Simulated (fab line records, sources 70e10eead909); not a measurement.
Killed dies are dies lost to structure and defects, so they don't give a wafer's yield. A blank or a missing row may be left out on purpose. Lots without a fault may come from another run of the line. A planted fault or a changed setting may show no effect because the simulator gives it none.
fab line records | flow nand_harc
record lots=7 wafers=18 last_day=34
route steps=1302 shown A_SLIT@930
lots that met no fault: from a run of the same line without faults
start_h: hours from the record's first day to the start of the lot's first wafer shown | wait_h: hours since the lot's step before | " the same as in the row above | L1.1+2: a row that stands for several wafers | - no value, or no start given | * or withheld: withheld | < > ~ a bound
route shown NAME@n: a module of which the file shows steps, and the number in the route of the first | usual: mean/standard deviation of fault-free wafers | same: alike in all rows | chamber/n: place in a boat | sites: the reading at each site | _std_site: their standard deviation | _edge_site: outer sites' mean less inner sites' | radius_mm: how far each site lies from the wafer's centre | mask NAME#n: copy n | behind: the tool/chamber that last shaped the wafer | hold: why the lot was held/for how many hours/how that ended | device: the transistor (n, p or np) that didn't switch | end of line: the same wafers' tests at the end of the route | a step without rows: its recipe alone | killed: dies lost to structure and defects at the first sort, not the wafer's yield | map: a wafer's dies, x killed, . not, _ none there
set.NAME: the setting as run; set.NAME@STEP: as run at that earlier step | model.NAME: the simulator's own value behind a step, which no gauge read
lots at some steps of the route; a table a step, a row a wafer
services: from which hour (start_h, from the record's first day; less than 0 if before it) a tool's chamber was out of use, for how many hours, and why
## steps
# step NHARC_A_SLIT_EXPOSE_06
# recipe na=1.35 dose_mj=60.82 mask_id=SLIT
# step NHARC_A_SLIT_PEB_07
# recipe peb_temp_c=100 peb_time_s=65
# step NHARC_A_SLIT_DEVELOP_08
# recipe develop_time_s=35 dev_temp_c=23
# step NHARC_A_SLIT_CD_MEAS_09
# recipe target_cd_nm=300 landing_energy_ev=500
# usual cd_nm=300.1/0.61
# columns lot.wafer tool chamber start_h wait_h cd_nm
L751.1 cd_sem-03 0 491.97 - 300.2
L751.3 " 0 " " 300.7
L751.5 " 0 " " 301.3
L754.3 cd_sem-03 0 536.05 - 299.3
L754.6 " 0 " " 300.3
L757.1 cd_sem-03 0 544.57 - 300.2
L757.4 " 0 " " 300.6
L759.3 cd_sem-02 0 559.69 - 299.2
L759.4 " 0 " " 298.8
L764.1 cd_sem-03 0 616.80 - 300.7
L764.2 " 0 " " 299.9
L764.4 " 0 " " 300.2
L765.1 cd_sem-03 0 627.96 - 299.6
L765.2 " 0 " " 300.9
L765.4 " 0 " " 299.9
L770.1 cd_sem-02 0 686.46 - 299.7
L770.3 " 0 " " 300.4
L770.5 " 0 " " 299.8
# step NHARC_A_SLIT_OVL_MEAS_10
# usual overlay_x_nm=-0.1/0.64 overlay_y_nm=0.1/0.8
# columns lot.wafer tool chamber start_h wait_h overlay_x_nm overlay_y_nm
L751.1 overlay-02 - 492.06 - -0.2 -0.9
L751.3 " - " " 0.3 -0.8
L751.5 " - " " -0.2 -0.4
L754.3 overlay-02 - 536.13 - -0.2 -0.9
L754.6 " - " " -0.6 -1.2
L757.1 overlay-01 - 544.66 - -1.6 -1.0
L757.4 " - " " -1.1 -0.5
L759.3 overlay-01 - 559.77 - -0.1 -0.2
L759.4 " - " " 0.9 -0.2
L764.1 overlay-02 - 616.89 - -0.7 -0.6
L764.2 " - " " -0.5 -0.8
L764.4 " - " " -0.3 -1.4
L765.1 overlay-01 - 628.05 - -1.1 0.2
L765.2 " - " " -1.1 -0.4
L765.4 " - " " -0.2 0.1
L770.1 overlay-02 - 686.55 - -1.1 0.5
L770.3 " - " " -0.4 1.2
L770.5 " - " " 0.2 1.3
# step NHARC_A_SLIT_INSPECT_11
# usual raw_defect_count=60/25
# columns lot.wafer tool chamber start_h wait_h raw_defect_count
L751.1 defect_inspect-02 - 492.09 0.0 71
L751.3 " - " " 79
L751.5 " - " " 76
L754.3 defect_inspect-02 - 536.17 0.0 62
L754.6 " - " " 56
L757.1 defect_inspect-01 - 544.69 0.0 90
L757.4 " - " " 87
L759.3 defect_inspect-02 - 559.81 0.0 18
L759.4 " - " " 18
L764.1 defect_inspect-02 - 616.93 0.0 62
L764.2 " - " " 47
L764.4 " - " " 54
L765.1 defect_inspect-01 - 628.09 0.0 85
L765.2 " - " " 87
L765.4 " - " " 97
L770.1 defect_inspect-01 - 686.59 0.0 71
L770.3 " - " " 47
L770.5 " - " " 45
# step NHARC_A_SLIT_DESCUM_14
# recipe time_s=3 o2_flow_sccm=200 ar_flow_sccm=0 bias_power_w=0 chemistry=O2
# usual drypump_motor_current_A=5.7/0.38 oes_product_au=1.003/0.015 rf_vpp_V=57.9/0.86 showerhead_plenum_p_Torr=1.93/0.081 throttle_valve_pct=11.312/0.0095
# columns lot.wafer tool chamber start_h wait_h drypump_motor_current_A oes_product_au rf_hours_counter_h rf_vpp_V showerhead_plenum_p_Torr throttle_valve_pct
L751.3 rie_diel-02 0 492.16 0.1 5.7 0.987 4.4 56.6 1.82 11.326
L751.1 " 2 " " 5.6 1.000 4.6 57.7 2.00 11.296
L751.5 " 0 " " 5.7 1.001 - 57.4 1.82 11.319
L754.3 rie_diel-01 1 536.25 0.1 6.3 1.020 7.5 57.9 1.96 11.313
L754.6 " 3 " " 5.7 1.016 - 56.7 1.96 11.315
L757.4 rie_diel-01 2 544.75 0.1 5.5 1.000 8.0 58.0 1.92 11.317
L757.1 " 3 " " 5.8 1.013 8.7 57.0 1.96 11.321
L759.3 rie_diel-08 2 559.87 0.1 5.2 1.017 0.1 57.2 1.93 11.296
L759.4 " 0 " " 5.1 0.983 0.1 57.9 1.96 11.314
L764.2 rie_diel-02 0 616.99 0.1 5.7 0.969 0.7 58.5 1.82 11.316
L764.1 " 1 " " 5.3 1.017 0.8 56.8 1.80 11.308
L764.4 " 2 " " 5.6 0.997 0.9 58.1 1.99 11.318
L765.2 rie_diel-08 2 628.15 0.1 5.2 1.013 6.1 57.9 1.93 11.326
L765.1 " 1 " " 6.3 0.984 5.2 56.4 1.92 11.304
L765.4 " 1 " " 6.3 0.987 - 57.2 1.93 11.308
L770.1 rie_diel-08 0 686.67 0.1 5.1 1.003 7.8 58.4 1.96 11.321
L770.3 " 1 " " 6.3 0.989 9.7 58.4 1.92 11.303
L770.5 " 3 " " 5.4 1.038 - 58.9 2.03 11.308
# step NHARC_A_SLIT_ETCH_24
# recipe target_depth_a=1210 time_s=60.5 cf4_flow_sccm=100 chf3_flow_sccm=30 ar_flow_sccm=0 rf_w=500 bias_w=200 chemistry=CF4/CHF3
# usual drypump_motor_current_A=5.7/0.37 oes_product_au=0.960/0.021 rf_vpp_V=371.1/2.3 run_length_s=81.8/0.39 showerhead_plenum_p_Torr=1.59/0.064 throttle_valve_pct=16.802/0.008
# columns lot.wafer tool chamber start_h wait_h drypump_motor_current_A oes_product_au rf_hours_counter_h rf_vpp_V run_length_s showerhead_plenum_p_Torr throttle_valve_pct
L751.1 rie_diel-02 1 492.25 0.1 5.4 0.977 3.3 366.9 81.6 1.49 16.798
L751.3 " 2 " " 5.6 0.980 4.7 373.2 81.1 1.64 16.796
L751.5 " 0 " " 5.7 0.949 - 368.5 82.1 1.50 16.801
L754.3 rie_diel-01 2 536.82 0.6 5.5 0.922 6.6 370.0 82.4 1.58 16.810
L754.6 " 3 " " 5.8 0.953 - 372.6 81.6 1.61 16.799
L757.1 rie_diel-01 2 544.84 0.1 5.5 0.957 8.0 371.2 82.5 1.58 16.797
L757.4 " 0 " " 5.8 0.957 9.3 373.2 82.3 1.67 16.809
L759.3 rie_diel-08 0 559.96 0.1 5.1 0.975 0.1 371.9 81.9 1.61 16.804
L759.4 " 2 " " 5.2 0.977 0.1 372.0 82.2 1.59 16.807
L764.2 rie_diel-02 2 617.08 0.1 5.6 0.969 0.9 373.1 81.1 1.64 16.808
L764.4 " 3 " " 5.9 0.970 0.8 366.7 81.8 1.47 16.790
L764.1 " 0 " " 5.7 0.934 0.7 365.9 81.7 1.50 16.804
L765.1 rie_diel-08 2 628.25 0.1 5.2 0.932 6.2 371.9 81.7 1.59 16.808
L765.2 " 1 " " 6.3 0.923 5.3 371.0 81.8 1.58 16.814
L765.4 " 1 " " 6.3 0.918 - 370.5 81.9 1.58 16.802
L770.1 rie_diel-08 1 686.73 0.1 6.3 0.952 9.7 371.0 81.6 1.58 16.799
L770.3 " 2 " " 5.2 0.971 10.7 372.5 82.4 1.59 16.808
L770.5 " 1 " " 6.3 0.952 - 370.4 82.3 1.58 16.790
# step NHARC_A_SLIT_ETCH_15
# recipe target_depth_a=62000 over_etch_frac=0.3 time_s=1612 ion_energy_ev=150 o2_flow_sccm=400 cos_flow_sccm=20 ar_flow_sccm=0 rf_w=500 bias_w=300 chemistry=O2/COS
# step NHARC_A_SLIT_ETCH_17
# recipe bias_v=900 source_w=withheld pressure_mtorr=20 ar_flow_sccm=375 c4f8_flow_sccm=83.3 o2_flow_sccm=41.7 time_s=4254.5 target_depth_a=2.03e+05 chemistry=C4F8/O2/Ar
# usual drypump_motor_current_A=5.3/0.44 run_length_s=4194.5/0 showerhead_plenum_p_Torr=3.74/0.17 throttle_valve_pct=32.045/0.0091
# columns lot.wafer tool chamber start_h wait_h drypump_motor_current_A rf_hours_counter_h run_length_s showerhead_plenum_p_Torr throttle_valve_pct
L751.1 har_etch-01 1 493.42 - 5.1 271 4194.5 3.64 32.049
L751.3 " 1 494.63 - 5.1 - 4194.5 3.64 32.049
L751.5 " 1 495.84 - 5.1 - 4194.5 3.64 32.031
L754.3 har_etch-02 1 541.54 - 5.4 - 4194.5 3.89 32.066
L754.6 " 0 543.36 - 4.8 - 4194.5 3.89 32.055
L757.1 har_etch-02 0 546.62 - 4.8 85 4194.5 3.89 32.055
L757.4 " 1 " " 5.4 - 4194.5 3.89 32.053
L759.4 har_etch-02 1 562.34 - 5.4 - 4194.5 3.89 32.049
L759.3 " 0 " " 4.8 - 4194.5 3.89 32.047
L764.2 har_etch-01 1 618.25 - 5.1 341 4194.5 3.60 32.044
L764.1 " 0 " " 6.0 341 4194.5 3.49 32.042
L764.4 " 0 620.06 - 6.0 - 4194.5 3.49 32.040
L765.1 har_etch-01 1 629.65 - 5.1 348 4194.5 3.60 32.068
L765.2 " 0 " " 6.0 348 4194.5 3.49 32.041
L765.4 " 0 631.46 - 6.0 - 4194.5 3.49 32.040
L770.1 har_etch-01 1 691.41 - 5.1 383 4194.5 3.58 32.057
L770.3 " 1 692.64 - 5.1 - 4194.5 3.58 32.055
L770.5 " 0 " " 6.0 - 4194.5 3.47 32.050
# step NHARC_A_SLIT_ETCH_26
# recipe bias_v=400 source_w=2000 pressure_mtorr=25 time_s=90 ar_flow_sccm=375 c4f8_flow_sccm=41.7 o2_flow_sccm=83.3 target_depth_a=4000 chemistry=C4F8/O2/Ar
# usual drypump_motor_current_A=5.3/0.43 run_length_s=121.4/0.41 showerhead_plenum_p_Torr=3.77/0.17 throttle_valve_pct=27.619/0.0081
# columns lot.wafer tool chamber start_h wait_h drypump_motor_current_A rf_hours_counter_h run_length_s showerhead_plenum_p_Torr throttle_valve_pct
L751.1 har_etch-01 1 497.05 3.0 5.1 274 121.5 3.67 27.602
L751.3 " 1 " " 5.1 - 121.4 3.67 27.635
L751.5 " 1 " " 5.1 - 122.2 3.67 27.621
L754.3 har_etch-02 1 544.03 1.9 5.4 - 121.5 3.93 27.610
L754.6 " 0 " " 4.8 - 121.2 3.93 27.626
L757.1 har_etch-02 0 549.71 2.5 4.8 88 121.4 3.93 27.623
L757.4 " 1 " " 5.4 - 121.4 3.93 27.627
L759.4 har_etch-02 1 564.82 1.9 5.4 - 121.7 3.92 27.629
L759.3 " 0 " " 4.8 - 120.9 3.92 27.608
L764.2 har_etch-01 1 621.87 3.0 5.1 344 121.7 3.63 27.603
L764.1 " 0 " " 6.0 344 120.9 3.52 27.615
L764.4 " 0 " " 6.0 - 120.7 3.52 27.624
L765.1 har_etch-01 1 633.28 3.0 5.1 351 121.5 3.63 27.613
L765.2 " 0 " " 6.0 351 120.9 3.51 27.630
L765.4 " 0 " " 6.1 - 120.9 3.51 27.630
L770.1 har_etch-01 1 694.51 2.5 5.1 386 121.5 3.61 27.613
L770.3 " 1 " " 5.1 - 121.4 3.61 27.624
L770.5 " 0 " " 6.0 - 120.9 3.49 27.617
# step NHARC_A_SLIT_STRIP_28
# recipe o2_flow_sccm=400 cos_flow_sccm=20 ar_flow_sccm=0 bias_w=0 chemistry=O2/COS
# step NHARC_A_SLIT_ETCH_29
# recipe target_depth_a=1000 overetch_a=100 time_s=55 ion_energy_ev=100 cf4_flow_sccm=80 o2_flow_sccm=20 ar_flow_sccm=0 rf_w=300 bias_w=100 chemistry=CF4/O2
# usual drypump_motor_current_A=5.6/0.36 oes_product_au=1.002/0.015 rf_vpp_V=197.9/1.3 run_length_s=76.3/0.4 showerhead_plenum_p_Torr=1.34/0.059 throttle_valve_pct=13.397/0.0089
# columns lot.wafer tool chamber start_h wait_h drypump_motor_current_A oes_product_au rf_hours_counter_h rf_vpp_V run_length_s showerhead_plenum_p_Torr throttle_valve_pct
L751.3 rie_diel-01 3 497.96 0.1 5.7 1.008 4.7 197.4 76.4 1.37 13.397
L751.1 " 2 " " 5.4 0.995 4.2 197.9 77.6 1.34 13.389
L751.5 " 2 " " 5.4 1.001 - 197.9 76.7 1.34 13.404
L754.3 rie_diel-02 3 544.86 0.1 5.9 1.011 6.5 196.5 71.5 1.24 13.404
L754.6 " 1 " " 5.3 1.018 - 197.9 76.2 1.26 13.397
L757.1 rie_diel-02 0 550.56 0.1 5.7 0.982 8.4 196.4 72.0 1.27 13.402
L757.4 " 2 " " 5.6 1.005 9.3 197.0 76.4 1.39 13.398
L759.3 rie_diel-02 0 565.65 0.1 5.7 0.981 9.0 196.7 71.8 1.27 13.393
L759.4 " 1 " " 5.4 1.023 8.7 196.5 76.6 1.26 13.386
L764.1 rie_diel-08 1 622.79 0.1 6.3 0.980 5.1 197.5 76.9 1.34 13.387
L764.2 " 2 " " 5.2 1.008 6.0 197.9 76.5 1.35 13.380
L764.4 " 1 " " 6.3 0.992 - 198.9 76.4 1.34 13.386
L765.1 rie_diel-08 3 634.19 0.1 5.3 1.033 7.3 199.0 76.0 1.41 13.405
L765.2 " 1 " " 6.3 0.990 6.9 197.6 76.2 1.34 13.395
L765.4 " 3 " " 5.3 1.030 - 200.1 76.0 1.41 13.387
L770.3 rie_diel-02 0 695.37 0.1 5.7 0.968 5.8 195.6 75.9 1.27 13.404
L770.1 " 3 " " 5.9 0.988 6.1 195.5 76.1 1.24 13.399
L770.5 " 0 " " 5.7 0.978 - 196.6 76.5 1.27 13.389
# step NHARC_A_SLIT_STRIP_18
# recipe o2_flow_sccm=500 ar_flow_sccm=0 bias_w=0 chemistry=O2
# usual drypump_motor_current_A=5.7/0.36 oes_product_au=1.003/0.014 rf_vpp_V=57.7/0.98 showerhead_plenum_p_Torr=3.54/0.15 throttle_valve_pct=17.036/0.0098
# columns lot.wafer tool chamber start_h wait_h drypump_motor_current_A oes_product_au rf_hours_counter_h rf_vpp_V showerhead_plenum_p_Torr throttle_valve_pct
L751.1 rie_diel-01 3 - - 5.8 1.018 4.8 59.3 3.61 17.048
L751.3 " 2 " " 5.5 1.017 4.2 59.4 3.55 17.036
L751.5 " 2 " " 5.5 1.014 - 58.5 3.55 17.046
L754.3 rie_diel-02 2 - - 5.6 1.001 9.2 58.1 3.67 17.025
L754.6 " 3 " " 5.9 1.017 - 59.1 3.29 17.042
L757.4 rie_diel-02 1 - - 5.3 1.021 8.3 55.9 3.33 17.050
L757.1 " 2 " " 5.6 1.013 9.3 57.8 3.67 17.029
L759.3 rie_diel-02 2 - - 5.6 0.999 9.7 57.8 3.67 17.066
L759.4 " 3 " " 5.9 1.017 7.3 56.4 3.29 17.038
L764.1 rie_diel-08 1 - - 6.3 0.980 5.2 57.9 3.55 17.045
L764.2 " 2 " " 5.2 1.014 6.1 56.8 3.56 17.039
L764.4 " 3 " " 5.4 1.024 - 56.9 3.73 17.030
L765.2 rie_diel-08 1 - - 6.3 0.985 6.9 58.1 3.55 17.027
L765.1 " 3 " " 5.4 1.028 7.3 57.0 3.73 17.050
L765.4 " 2 " " 5.2 1.016 - 56.8 3.56 17.044
L770.3 rie_diel-02 0 - - 5.7 0.989 5.8 57.2 3.36 17.048
L770.1 " 2 " " 5.7 1.005 5.9 58.0 3.66 17.039
L770.5 " 0 " " 5.7 0.983 - 57.3 3.36 17.047
## services
# columns tool chamber start_h hours kind
rie_diel-02 1 472.27 8.3 repair
rie_diel-02 0 483.53 - clean
rie_diel-02 1 483.53 - clean
rie_diel-02 2 483.53 - clean
rie_diel-02 3 483.53 - clean
rie_diel-02 0 508.09 - clean
rie_diel-02 1 508.09 - clean
rie_diel-02 2 508.09 - clean
rie_diel-02 3 508.09 - clean
rie_diel-02 - 512.05 0.1 repair
rie_diel-02 1 526.83 2.7 repair
rie_diel-01 2 527.84 4.8 repair
rie_diel-02 0 532.59 - clean
rie_diel-02 3 536.85 1.9 repair
rie_diel-08 - 544.80 9.0 pm
rie_diel-01 - 557.80 9.0 pm
rie_diel-02 - 578.03 9.0 pm
rie_diel-01 3 598.30 6.0 repair
rie_diel-02 - 611.10 0.6 repair
rie_diel-08 0 620.49 14.1 repair
rie_diel-02 1 623.04 37.6 repair
rie_diel-02 3 642.82 1.3 repair
rie_diel-01 0 662.24 17.4 repair
rie_diel-01 1 685.64 4.7 repair
## key
first_sign step=NHARC_A_SLIT_ETCH_29 reading=run_length_s direction=down sigmas=11 usual=* struck=*
effect none on later readings
met_at NHARC_A_SLIT_ETCH_29
struck_wafers L754.3,L757.1,L759.3
sort_left_out L754.3,L757.1,L759.3
tester_left_out L754,L757,L759
fault kind=process_parameter_drift tool=rie_diel-02 chamber=- onset_h=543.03 steps=NHARC_A_SLIT_ETCH_29 channel=time_s offset=* shape=step end_h=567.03 scope=struck_wafers_only acts_in=* stated=*
# tester_left_out: of these lots the tester's yield and bins aren't shown, on N5 and GAA mostly nor the transistor test; their killed dies are dies lost to structure and defects alone, not to doping, threshold or leakage, so they don't give the yield
# sort_left_out: the simulated sort isn't trusted on such a fault, so these wafers' sort isn't shown, and their yield isn't known
